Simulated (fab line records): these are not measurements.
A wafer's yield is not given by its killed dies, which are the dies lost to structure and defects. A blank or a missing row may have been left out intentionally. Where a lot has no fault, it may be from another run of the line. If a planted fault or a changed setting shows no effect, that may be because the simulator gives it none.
The tool behind it: which one? :: flow n5-finfet :: 24 lots, 72 wafers sampled, at 5 steps of a route of 1938

== WHAT EACH GAUGE READ, for each wafer ==
N5_FIN_CUT_CD_MEAS_08 targets a cd of 29.1 nm.
lot: L074
measured: day 2 03:42
on: cd-sem-03
cd-nm (nm): 28.73 29.05 28.95

lot: L075
measured: day 2 09:38
on: cd-sem-01
cd-nm (nm): 28.92 28.79 29.17

lot: L076
measured: day 2 15:52
on: cd-sem-02
cd-nm (nm): 29.19 29.11 29.10

lot: L077
measured: day 2 22:55
on: cd-sem-02
cd-nm (nm): 29.34 28.84 29.03

lot: L078
measured: day 3 05:11
on: cd-sem-03
cd-nm (nm): 28.81 28.58 29.23

lot: L079
measured: day 3 10:04
on: cd-sem-01
cd-nm (nm): 29.19 28.91 28.81

lot: L080
measured: day 3 15:08
on: cd-sem-02
cd-nm (nm): 29.13 28.93 29.12

lot: L081
measured: day 3 20:19
on: cd-sem-02
cd-nm (nm): 29.42 29.41 29.24

lot: L082
measured: day 4 05:24
on: cd-sem-01
cd-nm (nm): 29.46 29.05 29.40

lot: L083
measured: day 4 11:05
on: cd-sem-01
cd-nm (nm): 29.09 29.70 29.39

lot: L084
measured: day 4 15:59
on: cd-sem-01
cd-nm (nm): 29.14 29.32 28.68

lot: L085
measured: day 4 23:55
on: cd-sem-03
cd-nm (nm): 29.13 29.01 29.20

lot: L086
measured: day 5 05:32
on: cd-sem-01
cd-nm (nm): 28.92 28.90 29.61

lot: L087
measured: day 5 08:52
on: cd-sem-01
cd-nm (nm): 29.15 29.03 29.03

lot: L088
measured: day 5 14:04
on: cd-sem-03
cd-nm (nm): 29.10 29.14 29.05

lot: L089
measured: day 5 20:14
on: cd-sem-01
cd-nm (nm): 29.11 29.10 28.94

lot: L090
measured: day 6 02:13
on: cd-sem-03
cd-nm (nm): 29.00 29.11 29.15

lot: L091
measured: day 6 08:24
on: cd-sem-01
cd-nm (nm): 29.36 29.07 28.91

lot: L092
measured: day 6 15:52
on: cd-sem-01
cd-nm (nm): 28.97 29.01 28.88

lot: L093
measured: day 6 22:04
on: cd-sem-02
cd-nm (nm): 29.04 28.81 29.08

lot: L094
measured: day 7 02:46
on: cd-sem-02
cd-nm (nm): 29.05 29.14 29.06

lot: L095
measured: day 7 08:27
on: cd-sem-01
cd-nm (nm): 28.95 29.02 28.94

lot: L096
measured: day 7 15:24
on: cd-sem-01
cd-nm (nm): 28.97 29.32 28.86

lot: L097
measured: day 7 21:40
on: cd-sem-03
cd-nm (nm): 29.32 28.64 29.14

N5_DUMMY_GATE_OVL_MEAS_16.
lot: L074
measured: day 2 23:00
on: overlay-02
GATE_OVL (nm): -0.5 -0.3 -1.1

lot: L075
measured: day 3 04:16
on: overlay-02
GATE_OVL (nm): 0.0 0.3 -0.1

lot: L076
measured: day 3 10:56
on: overlay-02
GATE_OVL (nm): 0.4 1.2 0.0

lot: L077
measured: day 3 17:25
on: overlay-01
GATE_OVL (nm): 0.2 1.6 0.5

lot: L078
measured: day 3 23:32
on: overlay-02
GATE_OVL (nm): 0.2 0.1 -0.6

lot: L079
measured: day 4 04:33
on: overlay-02
GATE_OVL (nm): -0.2 0.3 0.4

lot: L080
measured: day 4 11:40
on: overlay-02
GATE_OVL (nm): 0.2 -0.2 -0.8

lot: L081
measured: day 4 14:40
on: overlay-01
GATE_OVL (nm): 0.6 -0.5 0.1

lot: L082
measured: day 4 23:53
on: overlay-01
GATE_OVL (nm): -0.6 -0.3 -0.2

lot: L083
measured: day 5 06:44
on: overlay-01
GATE_OVL (nm): -0.4 -0.6 0.8

lot: L084
measured: day 5 12:37
on: overlay-01
GATE_OVL (nm): -0.4 0.8 1.2

lot: L085
measured: day 5 19:45
on: overlay-02
GATE_OVL (nm): -0.5 0.3 0.0

lot: L086
measured: day 6 01:05
on: overlay-02
GATE_OVL (nm): 1.3 1.0 0.8

lot: L087
measured: day 6 04:08
on: overlay-01
GATE_OVL (nm): -0.6 1.1 -0.9

lot: L088
measured: day 6 08:53
on: overlay-01
GATE_OVL (nm): 0.9 0.8 0.7

lot: L089
measured: day 6 14:38
on: overlay-02
GATE_OVL (nm): 0.4 1.2 0.9

lot: L090
measured: day 6 20:49
on: overlay-02
GATE_OVL (nm): -0.8 0.0 0.5

lot: L091
measured: day 7 02:46
on: overlay-02
GATE_OVL (nm): -0.7 -0.3 0.5

lot: L092
measured: day 7 10:29
on: overlay-01
GATE_OVL (nm): 0.6 0.5 0.4

lot: L093
measured: day 7 17:14
on: overlay-02
GATE_OVL (nm): 0.1 0.6 0.0

lot: L094
measured: day 7 22:58
on: overlay-01
GATE_OVL (nm): 0.9 -1.1 0.3

lot: L095
measured: day 8 03:16
on: overlay-02
GATE_OVL (nm): 0.1 0.1 0.3

lot: L096
measured: day 8 15:17
on: overlay-01
GATE_OVL (nm): 0.9 -0.3 -0.3

lot: L097
measured: day 8 16:50
on: overlay-01
GATE_OVL (nm): 0.3 -0.1 -0.7

N5_DUMMY_GATE_CD_MEAS_50 targets a cd of 14 nm.
lot: L074
measured: day 2 23:28
on: cd-sem-02
cd-nm (nm): 13.9 14.3 14.0

lot: L075
measured: day 3 04:44
on: cd-sem-03
cd-nm (nm): 14.0 13.2 14.6

lot: L076
measured: day 3 11:24
on: cd-sem-03
cd-nm (nm): 13.7 14.4 14.4

lot: L077
measured: day 3 18:11
on: cd-sem-03
cd-nm (nm): 14.8 14.7 14.4

lot: L078
measured: day 4 00:00
on: cd-sem-02
cd-nm (nm): 13.8 14.4 13.8

lot: L079
measured: day 4 05:01
on: cd-sem-01
cd-nm (nm): 14.0 14.4 13.8

lot: L080
measured: day 4 12:13
on: cd-sem-01
cd-nm (nm): 14.2 14.5 14.5

lot: L081
measured: day 4 15:07
on: cd-sem-02
cd-nm (nm): 13.9 14.2 14.7

lot: L082
measured: day 5 00:31
on: cd-sem-01
cd-nm (nm): 14.0 14.6 14.1

lot: L083
measured: day 5 07:12
on: cd-sem-03
cd-nm (nm): 14.1 13.9 14.0

lot: L084
measured: day 5 13:06
on: cd-sem-01
cd-nm (nm): 14.1 14.3 14.1

lot: L085
measured: day 5 20:13
on: cd-sem-02
cd-nm (nm): 13.9 14.2 13.7

lot: L086
measured: day 6 01:34
on: cd-sem-01
cd-nm (nm): 14.3 13.8 13.6

lot: L087
measured: day 6 05:04
on: cd-sem-02
cd-nm (nm): 14.2 13.6 13.7

lot: L088
measured: day 6 09:25
on: cd-sem-03
cd-nm (nm): 14.1 13.8 14.3

lot: L089
measured: day 6 15:06
on: cd-sem-01
cd-nm (nm): 13.9 14.1 14.1

lot: L090
measured: day 6 21:17
on: cd-sem-02
cd-nm (nm): 13.9 14.2 14.6

lot: L091
measured: day 7 03:37
on: cd-sem-02
cd-nm (nm): 14.0 14.0 14.7

lot: L092
measured: day 7 10:58
on: cd-sem-02
cd-nm (nm): 14.3 14.5 14.6

lot: L093
measured: day 7 18:07
on: cd-sem-03
cd-nm (nm): 14.5 14.6 14.4

lot: L094
measured: day 7 23:34
on: cd-sem-03
cd-nm (nm): 13.4 13.9 14.5

lot: L095
measured: day 8 03:53
on: cd-sem-03
cd-nm (nm): 13.7 14.4 13.8

lot: L096
measured: day 8 15:45
on: cd-sem-01
cd-nm (nm): 13.8 14.4 14.4

lot: L097
measured: day 8 17:26
on: cd-sem-01
cd-nm (nm): 14.6 14.2 14.3

== WHAT TOOL EACH LOT RAN ON (gives the tool, then ch and the chambers of the sampled wafers, and finally the start) ==
lot: L074
N5_STI_FIN_REVEAL_RECESS_09: vapor-etch-02 ch 0, day 2 11:40
N5_STI_FIN_REVEAL_OXIDATION_33: plasma-asher-01 ch 0,1, day 2 14:10

lot: L075
N5_STI_FIN_REVEAL_RECESS_09: vapor-etch-01 ch 0,1, day 2 16:55
N5_STI_FIN_REVEAL_OXIDATION_33: plasma-asher-02 ch 0,1, day 2 19:26

lot: L076
N5_STI_FIN_REVEAL_RECESS_09: vapor-etch-02 ch 1, day 2 23:29
N5_STI_FIN_REVEAL_OXIDATION_33: plasma-asher-01 ch 0,1, day 3 01:59

lot: L077
N5_STI_FIN_REVEAL_RECESS_09: vapor-etch-01 ch 0,1, day 3 05:52
N5_STI_FIN_REVEAL_OXIDATION_33: plasma-asher-02 ch 1, day 3 08:22

lot: L078
N5_STI_FIN_REVEAL_RECESS_09: vapor-etch-02 ch 0,1, day 3 12:09
N5_STI_FIN_REVEAL_OXIDATION_33: plasma-asher-02 ch 0,1, day 3 14:43

lot: L079
N5_STI_FIN_REVEAL_RECESS_09: vapor-etch-01 ch 0,1, day 3 17:04
N5_STI_FIN_REVEAL_OXIDATION_33: plasma-asher-02 ch 0,1, day 3 19:37

lot: L080
N5_STI_FIN_REVEAL_RECESS_09: vapor-etch-01 ch 0,1, day 3 22:15
N5_STI_FIN_REVEAL_OXIDATION_33: plasma-asher-02 ch 0,1, day 4 00:46

lot: L081
N5_STI_FIN_REVEAL_RECESS_09: vapor-etch-02 ch 0,1, day 4 03:20
N5_STI_FIN_REVEAL_OXIDATION_33: plasma-asher-01 ch 0, day 4 05:51

lot: L082
N5_STI_FIN_REVEAL_RECESS_09: vapor-etch-01 ch 0,1, day 4 12:22
N5_STI_FIN_REVEAL_OXIDATION_33: plasma-asher-02 ch 0,1, day 4 15:06

lot: L083
N5_STI_FIN_REVEAL_RECESS_09: vapor-etch-02 ch 0,1, day 4 18:08
N5_STI_FIN_REVEAL_OXIDATION_33: plasma-asher-02 ch 0,1, day 4 20:43

lot: L084
N5_STI_FIN_REVEAL_RECESS_09: vapor-etch-02 ch 0,1, day 5 00:57
N5_STI_FIN_REVEAL_OXIDATION_33: plasma-asher-01 ch 0,1, day 5 03:28

lot: L085
N5_STI_FIN_REVEAL_RECESS_09: vapor-etch-02 ch 0,1, day 5 08:10
N5_STI_FIN_REVEAL_OXIDATION_33: plasma-asher-01 ch 0,1, day 5 10:40

lot: L086
N5_STI_FIN_REVEAL_RECESS_09: vapor-etch-02 ch 0,1, day 5 13:35
N5_STI_FIN_REVEAL_OXIDATION_33: plasma-asher-01 ch 0,1, day 5 16:08

lot: L087
N5_STI_FIN_REVEAL_RECESS_09: vapor-etch-02 ch 0,1, day 5 17:21
N5_STI_FIN_REVEAL_OXIDATION_33: plasma-asher-02 ch 0,1, day 5 19:21

lot: L088
N5_STI_FIN_REVEAL_RECESS_09: vapor-etch-01 ch 0,1, day 5 21:01
N5_STI_FIN_REVEAL_OXIDATION_33: plasma-asher-01 ch 0,1, day 5 23:32

lot: L089
N5_STI_FIN_REVEAL_RECESS_09: vapor-etch-01 ch 0,1, day 6 03:12
N5_STI_FIN_REVEAL_OXIDATION_33: plasma-asher-01 ch 0,1, day 6 05:42

lot: L090
N5_STI_FIN_REVEAL_RECESS_09: vapor-etch-02 ch 0,1, day 6 09:15
N5_STI_FIN_REVEAL_OXIDATION_33: plasma-asher-02 ch 0, day 6 11:45

lot: L091
N5_STI_FIN_REVEAL_RECESS_09: vapor-etch-02 ch 0,1, day 6 15:23
N5_STI_FIN_REVEAL_OXIDATION_33: plasma-asher-02 ch 0,1, day 6 17:53

lot: L092
N5_STI_FIN_REVEAL_RECESS_09: vapor-etch-01 ch 1, day 6 23:10
N5_STI_FIN_REVEAL_OXIDATION_33: plasma-asher-02 ch 0,1, day 7 01:40

lot: L093
N5_STI_FIN_REVEAL_RECESS_09: vapor-etch-02 ch 0,1, day 7 05:33
N5_STI_FIN_REVEAL_OXIDATION_33: plasma-asher-01 ch 0,1, day 7 08:16

lot: L094
N5_STI_FIN_REVEAL_RECESS_09: vapor-etch-02 ch 0,1, day 7 10:56
N5_STI_FIN_REVEAL_OXIDATION_33: plasma-asher-01 ch 0,1, day 7 13:19

lot: L095
N5_STI_FIN_REVEAL_RECESS_09: vapor-etch-02 ch 0,1, day 7 15:24
N5_STI_FIN_REVEAL_OXIDATION_33: plasma-asher-01 ch 0,1, day 7 17:58

lot: L096
N5_STI_FIN_REVEAL_RECESS_09: vapor-etch-01 ch 0, day 7 22:34
N5_STI_FIN_REVEAL_OXIDATION_33: plasma-asher-01 ch 0,1, day 8 02:42

lot: L097
N5_STI_FIN_REVEAL_RECESS_09: vapor-etch-02 ch 0,1, day 8 05:24
N5_STI_FIN_REVEAL_OXIDATION_33: plasma-asher-01 ch 0,1, day 8 07:54
- N5_STI_FIN_REVEAL_RECESS_09: chemistry HF/NH3, target SiO2, afs cycles 11, target depth 42.5 nm, sublimation time 60 s.
- N5_STI_FIN_REVEAL_OXIDATION_33: chemistry O2 PLASMA REMOTE, time 20 s.

== WHAT THE TOOLS THEMSELVES READ (means of the sampled wafers that have a number; where no wafer has one, the mark that the record gives instead) ==
N5_STI_FIN_REVEAL_RECESS_09.
lot: L074
tool: vapor-etch-02
drypump-motor-current-A (A): 5.88

lot: L075
tool: vapor-etch-01
drypump-motor-current-A (A): 5.71

lot: L076
tool: vapor-etch-02
drypump-motor-current-A (A): 5.75

lot: L077
tool: vapor-etch-01
drypump-motor-current-A (A): 5.70

lot: L078
tool: vapor-etch-02
drypump-motor-current-A (A): 5.81

lot: L079
tool: vapor-etch-01
drypump-motor-current-A (A): 5.71

lot: L080
tool: vapor-etch-01
drypump-motor-current-A (A): 5.66

lot: L081
tool: vapor-etch-02
drypump-motor-current-A (A): 5.80

lot: L082
tool: vapor-etch-01
drypump-motor-current-A (A): 5.71

lot: L083
tool: vapor-etch-02
drypump-motor-current-A (A): 5.81

lot: L084
tool: vapor-etch-02
drypump-motor-current-A (A): 5.85

lot: L085
tool: vapor-etch-02
drypump-motor-current-A (A): 5.85

lot: L086
tool: vapor-etch-02
drypump-motor-current-A (A): 5.78

lot: L087
tool: vapor-etch-02
drypump-motor-current-A (A): 5.84

lot: L088
tool: vapor-etch-01
drypump-motor-current-A (A): 5.65

lot: L089
tool: vapor-etch-01
drypump-motor-current-A (A): 5.65

lot: L090
tool: vapor-etch-02
drypump-motor-current-A (A): 5.80

lot: L091
tool: vapor-etch-02
drypump-motor-current-A (A): 5.78

lot: L092
tool: vapor-etch-01
drypump-motor-current-A (A): 5.62

lot: L093
tool: vapor-etch-02
drypump-motor-current-A (A): 5.80

lot: L094
tool: vapor-etch-02
drypump-motor-current-A (A): 5.84

lot: L095
tool: vapor-etch-02
drypump-motor-current-A (A): 5.81

lot: L096
tool: vapor-etch-01
drypump-motor-current-A (A): 5.74

lot: L097
tool: vapor-etch-02
drypump-motor-current-A (A): 5.81

N5_STI_FIN_REVEAL_OXIDATION_33.
lot: L074
tool: plasma-asher-01
drypump-motor-current-A (A): 6.04
heater-power-w (W): 144

lot: L075
tool: plasma-asher-02
drypump-motor-current-A (A): 6.08
heater-power-w (W): 139

lot: L076
tool: plasma-asher-01
drypump-motor-current-A (A): 6.15
heater-power-w (W): 135

lot: L077
tool: plasma-asher-02
drypump-motor-current-A (A): 6.13
heater-power-w (W): 148

lot: L078
tool: plasma-asher-02
drypump-motor-current-A (A): 6.06
heater-power-w (W): 134

lot: L079
tool: plasma-asher-02
drypump-motor-current-A (A): 6.04
heater-power-w (W): 132

lot: L080
tool: plasma-asher-02
drypump-motor-current-A (A): 6.04
heater-power-w (W): 132

lot: L081
tool: plasma-asher-01
drypump-motor-current-A (A): 6.24
heater-power-w (W): 125

lot: L082
tool: plasma-asher-02
drypump-motor-current-A (A): 6.08
heater-power-w (W): 139

lot: L083
tool: plasma-asher-02
drypump-motor-current-A (A): 6.08
heater-power-w (W): 138

lot: L084
tool: plasma-asher-01
drypump-motor-current-A (A): 6.14
heater-power-w (W): 134

lot: L085
tool: plasma-asher-01
drypump-motor-current-A (A): 6.16
heater-power-w (W): 134

lot: L086
tool: plasma-asher-01
drypump-motor-current-A (A): 6.05
heater-power-w (W): 143

lot: L087
tool: plasma-asher-02
drypump-motor-current-A (A): 6.11
heater-power-w (W): 136

lot: L088
tool: plasma-asher-01
drypump-motor-current-A (A): 6.03
heater-power-w (W): 143

lot: L089
tool: plasma-asher-01
drypump-motor-current-A (A): 6.13
heater-power-w (W): 135

lot: L090
tool: plasma-asher-02
drypump-motor-current-A (A): 6.03
heater-power-w (W): 125

lot: L091
tool: plasma-asher-02
drypump-motor-current-A (A): 6.09
heater-power-w (W): 138

lot: L092
tool: plasma-asher-02
drypump-motor-current-A (A): 6.10
heater-power-w (W): 140

lot: L093
tool: plasma-asher-01
drypump-motor-current-A (A): 6.06
heater-power-w (W): 145

lot: L094
tool: plasma-asher-01
drypump-motor-current-A (A): 6.06
heater-power-w (W): 146

lot: L095
tool: plasma-asher-01
drypump-motor-current-A (A): 6.16
heater-power-w (W): 134

lot: L096
tool: plasma-asher-01
drypump-motor-current-A (A): 6.02
heater-power-w (W): 145

lot: L097
tool: plasma-asher-01
drypump-motor-current-A (A): 6.12
heater-power-w (W): 134

== THE ANSWER, worked out from the rows above alone ==
Rule: what is usual is taken from the lots themselves. The widest of any qualifying gaps counts: lots, ordered by their means at a reading, are off when they make up no more than a third of the lots, leave a main group of 4 or more, and stand apart from it by 3 or more times the standard deviation of that group's means. Not used: any main group whose means are identical at the precision the tables above print for the reading. Also off: a lot with no number at a reading for which 4 or more lots have one. Any other lot the step has rows for is counted as sound. After the gauges, taken in route order, come the tools' own readings; for these a lot's mean is taken, as printed above. The first step at which some lot is off is used, and at that step the reading that is off furthest; a lot without a number counts as furthest.
None of the lots is off at any reading shown; this tells nothing.

== WHAT THE SIMULATOR HAD INSERTED ==
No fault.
